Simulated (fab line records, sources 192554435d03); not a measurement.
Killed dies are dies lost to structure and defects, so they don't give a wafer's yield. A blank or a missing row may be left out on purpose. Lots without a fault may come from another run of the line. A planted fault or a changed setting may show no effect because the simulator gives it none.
Chamber matching | flow n5_finfet | N5_BEOL_M1_ETCH_63 on rie_diel-03: 4 sister chambers
The step etches SiARC in CF4, target depth 15.6 nm, time 26 s. 4 wafers are shown with their chamber, then 7 later ones without.

WAFERS WITH THEIR CHAMBER
wafer  | chamber | showerhead_plenum_p_Torr (Torr)
L081.3 | 0       | 2.25
L088.2 | 2       | 2.04
L089.2 | 1       | 2.13
L089.4 | 3       | 2.21

WAFERS WITHOUT THEIR CHAMBER
wafer  | showerhead_plenum_p_Torr (Torr)
L089.5 | 2.21
L093.1 | 2.04
L093.3 | 2.21
L093.5 | 2.21
L094.1 | 2.23
L094.4 | 2.12
L094.5 | 2.12

WHICH CHAMBER EACH WENT THROUGH
wafer  | from the rows above     | in truth
L089.5 | 3                       | 3
L093.1 | 2                       | 2
L093.3 | 3                       | 3
L093.5 | 3                       | 3
L094.1 | can't be placed: 0 or 3 | 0
L094.4 | 1                       | 1
L094.5 | 1                       | 1
Placed correctly: 6 of 7. Can't be placed from these rows: 1 (the true chamber is among the candidates in 1). Placed wrongly: 0.
How it was worked out, from the rows above alone: a wafer's distance from a chamber is the root of the sum, over the readings, of the square of ((its reading less the chamber's mean) divided by the reading's scatter). The wafer belongs to the nearest chamber; if the next one is less than 2 further off, it can't be placed. A chamber's mean is the mean of its shown wafers. The scatter: with one shown wafer a chamber, the root of the mean of the squares of how far each hidden wafer lies from its nearest shown one.
